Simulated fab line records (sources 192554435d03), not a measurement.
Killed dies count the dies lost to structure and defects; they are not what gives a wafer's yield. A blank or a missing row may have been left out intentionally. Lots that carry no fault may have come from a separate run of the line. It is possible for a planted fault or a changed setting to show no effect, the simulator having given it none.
fab line records | flow n5-finfet | part 2 of 2: steps 26 to 35 of 35
record: lots: 5 | wafers: 15 | last-day: 17
route steps=1938 shown STI_FIN_REVEAL@187 DUMMY_GATE@212
lots untouched by any fault: they come from a run of this same line in which no faults occurred
start-h: the number of hours between the record's first day and the start of the first shown wafer of the lot | wait-h: hours from the lot's prior step to this one | " as in the row above | L1.1+2: one row covering several wafers at once | - no value present, or no start provided | * or withheld: withheld | < > ~ a bound
route shown NAME@n: a module of which the file shows steps, and the number in the route of the first | usual: the fault-free wafers' mean and standard deviation | same: alike in all rows | chamber/n: place in a boat | sites: each site's reading | _std_site: the standard deviation of these | _edge_site: inner sites' mean taken away from outer sites' mean | radius-mm: for every site, how far away it sits from the centre of the wafer | mask NAME#n: copy n | behind: the tool/chamber that last shaped the wafer | hold: cause of the lot's hold/its duration in hours/its outcome | device: transistor that didn't switch, given as n, p or np | end of line: tests run on the same wafers once the route is complete | a step without rows: its recipe alone | killed: not the wafer's yield, but the dies lost to structure and defects at the first sort | map: per-die view of a wafer (x killed, . not killed, _ where there is no die)
set.NAME: the setting as run; set.NAME@STEP: as run at that earlier step | model.NAME: the simulator's own value behind a step, which no gauge read
a table for each step, a row for each wafer; lots at some steps of the route
services: a tool's chamber out of use, with start hour (start-h, from the record's first day; less than 0 if before it), hours out, and reason
== steps ==
step: N5_DUMMY_GATE_PRECLEAN_00
recipe: chemistry: O3/DIW | time-s: 60 | temp-c: 22 | o3-ppm: 10
same: time-s: 60
lot.wafer  | tool         | chamber | start-h | wait-h
L085.2+4+6 | wet-bench-02 | 4,6,7   | 106.57  | 0.0
L089.2+3+4 | wet-bench-06 | 0,7,1   | 127.18  | 0.0
L092.3+5+6 | wet-bench-06 | 6,0,7   | 145.95  | 0.0
L095.1+2+5 | wet-bench-02 | 0,5,6   | 164.70  | 0.0
L096.2+3+6 | wet-bench-03 | 0,7,3   | 172.83  | 0.0
step: N5_DUMMY_GATE_SRD_01
recipe: time-s: 30 | temp-c: 23 | rinse-liquid: diw | dry: ipa-marangoni
same: time-s: 30
lot.wafer  | tool         | chamber | start-h | wait-h
L085.2+4+6 | wet-bench-02 | 4,6,7   | 106.59  | 0.0
L089.2+3+4 | wet-bench-06 | 0,7,1   | 127.20  | 0.0
L092.3+5+6 | wet-bench-06 | 6,0,7   | 145.97  | 0.0
L095.1+2+5 | wet-bench-02 | 0,5,6   | 164.72  | 0.0
L096.2+3+6 | wet-bench-03 | 0,7,3   | 172.85  | 0.0
step: N5_DUMMY_GATE_ALD_02
recipe: material: SiO2 | target-thk-a: 20 | temp-c: 300 | ald-precursor-family: BDEAS | ald-co-reactant: O2-plasma | pulse-time-s: 1 | pressure-torr: 2
usual: heater-power-w: 472/42 | precursor-pulse-height-rel: 0.998/0.021 | susceptor-temp-C: 299.97/0.18
lot.wafer | tool       | chamber | start-h | wait-h | heater-power-w | precursor-pulse-height-rel | susceptor-temp-C
L085.2    | ald-sin-01 | 1       | 106.64  | 0.0    | 540            | 1.024                      | 300.10
L085.4    | "          | 0       | "       | "      | 449            | 1.005                      | 299.87
L085.6    | "          | 1       | "       | "      | 536            | 0.990                      | 300.02
L089.2    | ald-sin-04 | 1       | 127.25  | 0.0    | 475            | 1.016                      | 299.88
L089.3    | "          | 3       | "       | "      | 505            | 1.007                      | 299.82
L089.4    | "          | 0       | "       | "      | 523            | 1.000                      | 300.17
L092.3    | ald-sin-04 | 1       | 146.01  | 0.0    | 488            | 0.994                      | 300.15
L092.5    | "          | 2       | "       | "      | 483            | 1.022                      | 300.30
L092.6    | "          | 1       | "       | "      | 479            | 1.006                      | 299.75
L095.1    | ald-sin-01 | 3       | 164.90  | 0.2    | 402            | 0.979                      | 300.07
L095.2    | "          | 2       | "       | "      | 478            | 0.980                      | 299.83
L095.5    | "          | 0       | "       | "      | 449            | 1.008                      | 300.10
L096.2    | ald-sin-04 | 3       | 172.95  | 0.1    | 500            | 0.996                      | 299.90
L096.3    | "          | 1       | "       | "      | 479            | 1.011                      | 300.37
L096.6    | "          | 3       | "       | "      | 508            | 1.012                      | 300.15
step: N5_DUMMY_GATE_CVD_03
recipe: material: a-Si | target-thk-a: 1500 | temp-c: 530 | precursor: SiH4 | time-s: 8042
usual: spike-tc-centre-C: 529.4/0.92 | susceptor-temp-C: 529.99/0.16 | zone-power-upper-pct: 6.8/0.61
same: time-s: 8042
lot.wafer | tool     | chamber | start-h | wait-h | spike-tc-centre-C | susceptor-temp-C | zone-power-upper-pct
L085.2    | lpcvd-01 | 0/20    | 106.74  | 0.1    | 529.2             | 529.87           | 6.5
L085.4    | "        | 0/29    | "       | "      | 529.2             | 529.87           | 6.5
L085.6    | "        | 0/39    | "       | "      | 529.2             | 529.87           | 6.5
L089.2    | lpcvd-01 | 0/20    | 127.37  | 0.1    | 529.1             | 530.04           | 6.5
L089.3    | "        | 0/25    | "       | "      | 529.1             | 530.04           | 6.5
L089.4    | "        | 0/29    | "       | "      | 529.1             | 530.04           | 6.5
L092.3    | lpcvd-02 | 0/50    | 146.12  | 0.1    | 528.7             | 530.21           | 6.2
L092.5    | "        | 0/59    | "       | "      | 528.7             | 530.21           | 6.2
L092.6    | "        | 0/64    | "       | "      | 528.7             | 530.21           | 6.2
L095.1    | lpcvd-01 | 0/15    | 165.00  | 0.1    | 529.5             | 529.73           | 6.5
L095.2    | "        | 0/20    | "       | "      | 529.5             | 529.73           | 6.5
L095.5    | "        | 0/34    | "       | "      | 529.5             | 529.73           | 6.5
L096.2    | lpcvd-01 | 1/20    | 173.05  | 0.1    | 530.7             | 529.87           | 7.7
L096.3    | "        | 1/25    | "       | "      | 530.7             | 529.87           | 7.7
L096.6    | "        | 1/39    | "       | "      | 530.7             | 529.87           | 7.7
step: N5_DUMMY_GATE_PRECLEAN_46
recipe: chemistry: DIW | time-s: 89.5 | temp-c: 23
same: time-s: 89.5
lot.wafer  | tool         | chamber | start-h | wait-h
L085.2+4+6 | wet-bench-02 | 6,1,2   | 110.42  | 0.0
L089.2+3+4 | wet-bench-02 | 2,1,5   | 131.04  | 0.0
L092.3+5+6 | wet-bench-02 | 2,0,3   | 149.81  | 0.0
L095.1+2+5 | wet-bench-02 | 0,2,4   | 168.69  | 0.0
L096.2+3+6 | wet-bench-03 | 1,2,3   | 178.57  | 0.0
step: N5_DUMMY_GATE_SRD_47
recipe: dry-time-s: 32 | dry: n2-spin | spin-rpm: 1500
usual: spin-rpm: 1500.0/0.79
same: dry-time-s: 32
lot.wafer | tool         | chamber | start-h | wait-h | spin-rpm
L085.2    | wet-bench-02 | 6       | 110.44  | 0.0    | 1497.7
L085.4    | "            | 1       | "       | "      | 1499.7
L085.6    | "            | 2       | "       | "      | 1499.6
L089.2    | wet-bench-02 | 2       | 131.07  | 0.0    | 1499.7
L089.3    | "            | 1       | "       | "      | 1499.4
L089.4    | "            | 5       | "       | "      | 1499.4
L092.3    | wet-bench-02 | 2       | 149.84  | 0.0    | 1500.2
L092.5    | "            | 0       | "       | "      | 1500.7
L092.6    | "            | 3       | "       | "      | 1501.2
L095.1    | wet-bench-02 | 0       | 168.72  | 0.0    | 1500.4
L095.2    | "            | 2       | "       | "      | 1501.7
L095.5    | "            | 4       | "       | "      | 1500.6
L096.2    | wet-bench-03 | 1       | 178.59  | 0.0    | 1498.6
L096.3    | "            | 2       | "       | "      | 1500.5
L096.6    | "            | 3       | "       | "      | 1500.7
step: N5_DUMMY_GATE_CMP_04
recipe: material: a-Si | post-cmp-clean: alkaline-brush
usual: motor-current-A: 10.1/1.2 | time-to-endpoint-s: 14.1/1.9
lot.wafer | tool   | chamber | start-h | wait-h | motor-current-A | time-to-endpoint-s
L085.4    | cmp-01 | 2       | 110.51  | 0.1    | 10.0            | 12.5
L085.2    | "      | 3       | "       | "      | 9.1             | 14.7
L085.6    | "      | 2       | "       | "      | 9.1             | 13.7
L089.4    | cmp-03 | 1       | 131.10  | 0.0    | 9.1             | 16.8
L089.2    | "      | 3       | "       | "      | 12.5            | 14.2
L089.3    | "      | 0       | "       | "      | 10.8            | 14.5
L092.3    | cmp-04 | 0       | 149.91  | 0.1    | 12.3            | 13.6
L092.6    | "      | 3       | "       | "      | 8.6             | 13.1
L092.5    | "      | 0       | "       | "      | 12.3            | 15.3
L095.1    | cmp-01 | 2       | 168.75  | 0.0    | 9.8             | 12.9
L095.2    | "      | 0       | "       | "      | 10.0            | 11.9
L095.5    | "      | 2       | "       | "      | 9.8             | 11.3
L096.2    | cmp-04 | 0       | 178.74  | 0.1    | 12.3            | 12.7
L096.3    | "      | 2       | "       | "      | 9.7             | 14.5
L096.6    | "      | 1       | "       | "      | 8.5             | 13.5
step: N5_DUMMY_GATE_THK_MEAS_05
usual: thk-nm: 72.2/0.98
lot.wafer | tool          | chamber | start-h | wait-h | thk-nm
L085.2    | film-metro-02 | -       | 110.72  | 0.1    | 71.1
L085.4    | "             | -       | "       | "      | 72.1
L085.6    | "             | -       | "       | "      | 71.6
L089.2    | film-metro-01 | -       | 131.34  | 0.1    | 72.1
L089.3    | "             | -       | "       | "      | 70.9
L089.4    | "             | -       | "       | "      | 72.8
L092.3    | film-metro-01 | -       | 150.12  | 0.2    | 72.5
L092.5    | "             | -       | "       | "      | 71.7
L092.6    | "             | -       | "       | "      | 72.4
L095.1    | film-metro-01 | -       | 168.99  | 0.2    | 71.9
L095.2    | "             | -       | "       | "      | 73.7
L095.5    | "             | -       | "       | "      | 73.1
L096.2    | film-metro-01 | -       | 178.98  | 0.2    | 71.2
L096.3    | "             | -       | "       | "      | 71.7
L096.6    | "             | -       | "       | "      | 72.8
step: N5_DUMMY_GATE_HM_DEP_06
recipe: material: SiNx | target-thk-a: 800 | precursor: DCS/NH3 | temp-c: 700 | pressure-mtorr: 300 | time-s: 5141
usual: spike-tc-centre-C: 699.1/0.96 | susceptor-temp-C: 699.94/0.21 | zone-power-upper-pct: 10.6/0.82
same: time-s: 5141
lot.wafer | tool     | chamber | start-h | wait-h | spike-tc-centre-C | susceptor-temp-C | zone-power-upper-pct
L085.2    | lpcvd-02 | 0/70    | 110.75  | 0.0    | 697.8             | 700.26           | 9.9
L085.4    | "        | 0/79    | "       | "      | 697.8             | 700.26           | 9.9
L085.6    | "        | 0/89    | "       | "      | 697.8             | 700.26           | 9.9
L089.2    | lpcvd-02 | 0/70    | 131.37  | 0.0    | 698.3             | 700.22           | 9.9
L089.3    | "        | 0/75    | "       | "      | 698.3             | 700.22           | 9.9
L089.4    | "        | 0/79    | "       | "      | 698.3             | 700.22           | 9.9
L092.3    | lpcvd-01 | 0/25    | 150.15  | 0.0    | 699.3             | 699.63           | 10.5
L092.5    | "        | 0/34    | "       | "      | 699.3             | 699.63           | 10.5
L092.6    | "        | 0/39    | "       | "      | 699.3             | 699.63           | 10.5
L095.1    | lpcvd-02 | 1/15    | 169.02  | 0.0    | 699.2             | 700.14           | 10.6
L095.2    | "        | 1/20    | "       | "      | 699.2             | 700.14           | 10.6
L095.5    | "        | 1/34    | "       | "      | 699.2             | 700.14           | 10.6
L096.2    | lpcvd-01 | 0/45    | 179.01  | 0.0    | 698.7             | 700.03           | 10.5
L096.3    | "        | 0/50    | "       | "      | 698.7             | 700.03           | 10.5
L096.6    | "        | 0/64    | "       | "      | 698.7             | 700.03           | 10.5
step: N5_DUMMY_GATE_PECVD_30
recipe: material: SiO2 | target-thk-a: 550 | temp-c: 400 | precursor: TEOS/O2 | pressure-torr: 6.5 | rf-w: withheld | teos-flow-sccm: withheld | gas: O2 | flow-sccm: 2650 | time-s: 10.8
usual: susceptor-temp-C: 400.00/0.22
same: time-s: 10.8
lot.wafer | tool     | chamber | start-h | wait-h | susceptor-temp-C
L085.2    | pecvd-02 | 1       | 114.69  | 0.0    | 399.56
L085.4    | "        | 2       | "       | "      | 399.72
L085.6    | "        | 0       | "       | "      | 400.02
L089.2    | pecvd-01 | 2       | 137.27  | 0.0    | 400.40
L089.3    | "        | 0       | "       | "      | 399.92
L089.4    | "        | 1       | "       | "      | 399.88
L092.3    | pecvd-01 | 0       | 154.09  | 0.0    | 400.22
L092.5    | "        | 1       | "       | "      | 400.05
L092.6    | "        | 2       | "       | "      | 400.05
L095.1    | pecvd-01 | 2       | 172.96  | 0.0    | 400.06
L095.2    | "        | 0       | "       | "      | 400.02
L095.5    | "        | 1       | "       | "      | 400.48
L096.2    | pecvd-03 | 2       | 184.90  | 0.0    | 399.88
L096.3    | "        | 0       | "       | "      | 399.89
L096.6    | "        | 1       | "       | "      | 400.17
== services ==
tool            | chamber | start-h | hours | kind
rie-diel-05     | 3       | 82.67   | -     | clean
rie-diel-05     | 3       | 82.67   | -     | consumable-replace:focus-ring
rie-diel-05     | 3       | 82.67   | -     | consumable-replace:showerhead
rie-diel-05     | 3       | 82.67   | 23.6  | scheduled-down
cmp-03          | -       | 87.60   | 6.7   | repair
wet-bench-02    | -       | 89.82   | 1.7   | repair
plasma-asher-02 | -       | 97.39   | 8.7   | pm
cmp-04          | -       | 100.54  | 4.1   | pm
vapor-etch-01   | -       | 101.95  | 0.1   | repair
wet-bench-01    | -       | 102.91  | 3.2   | repair
cmp-04          | -       | 106.85  | 0.5   | repair
plasma-asher-02 | -       | 111.70  | 0.6   | repair
rie-si-01       | -       | 112.86  | 0.3   | repair
rie-si-06       | 2       | 125.49  | 1.3   | repair
rtp-anneal-01   | -       | 133.46  | 101.8 | pm
cmp-04          | -       | 134.00  | 4.0   | pm
pecvd-01        | 1       | 148.27  | 5.6   | repair
cmp-01          | -       | 148.41  | 7.1   | pm
rie-diel-06     | 0       | 149.96  | 9.6   | repair
pecvd-03        | -       | 152.71  | 6.0   | pm
cmp-03          | -       | 158.01  | 2.5   | repair
cmp-02          | -       | 163.29  | 4.1   | repair
cmp-03          | -       | 175.35  | 4.0   | pm
ald-sin-04      | -       | 176.82  | 14.0  | pm
